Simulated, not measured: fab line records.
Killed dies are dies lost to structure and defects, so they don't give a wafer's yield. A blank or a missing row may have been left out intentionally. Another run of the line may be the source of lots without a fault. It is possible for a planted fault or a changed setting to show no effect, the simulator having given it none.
Matching of chambers    flow nand harc    NHARC_A_STAIRCASE_DESCUM_443 on rie diel-08 has 4 sister chambers
The step chemistry O2, time 3 s. 4 wafers are shown with their chamber, then 8 later ones without.

== EACH WAFER AND ITS CHAMBER ==
wafer   chamber  showerhead plenum p Torr (Torr)
L086.1  2        1.94
L088.1  1        1.84
L088.5  0        1.90
L091.2  3        1.81

== WAFERS MISSING THEIR CHAMBER ==
wafer   showerhead plenum p Torr (Torr)
L091.3  1.84
L091.4  1.93
L096.2  1.93
L096.3  1.90
L096.4  1.81
L097.2  1.93
L097.3  1.81
L097.6  1.93

== WHICH CHAMBER EACH ONE RAN IN ==
wafer   from the rows above  in truth
L091.3  1                    1
L091.4  2                    2
L096.2  2                    2
L096.3  0                    0
L096.4  3                    3
L097.2  2                    2
L097.3  3                    3
L097.6  2                    2
Correct placement for 8 of the 8. Not placeable from these rows: 0. 0 placed wrongly.
How it was worked out, from the rows above alone: a wafer's distance from a chamber is the root of the sum, over the readings, of the square of ((its reading less the chamber's mean) divided by the reading's scatter). The wafer belongs to the nearest chamber; if the next one is less than 2 further off, it can't be placed. For every chamber, the mean is computed from those of its wafers that are shown. The scatter (one wafer shown for each chamber): square how far every hidden wafer sits from the nearest shown wafer, average those squares and take the square root.
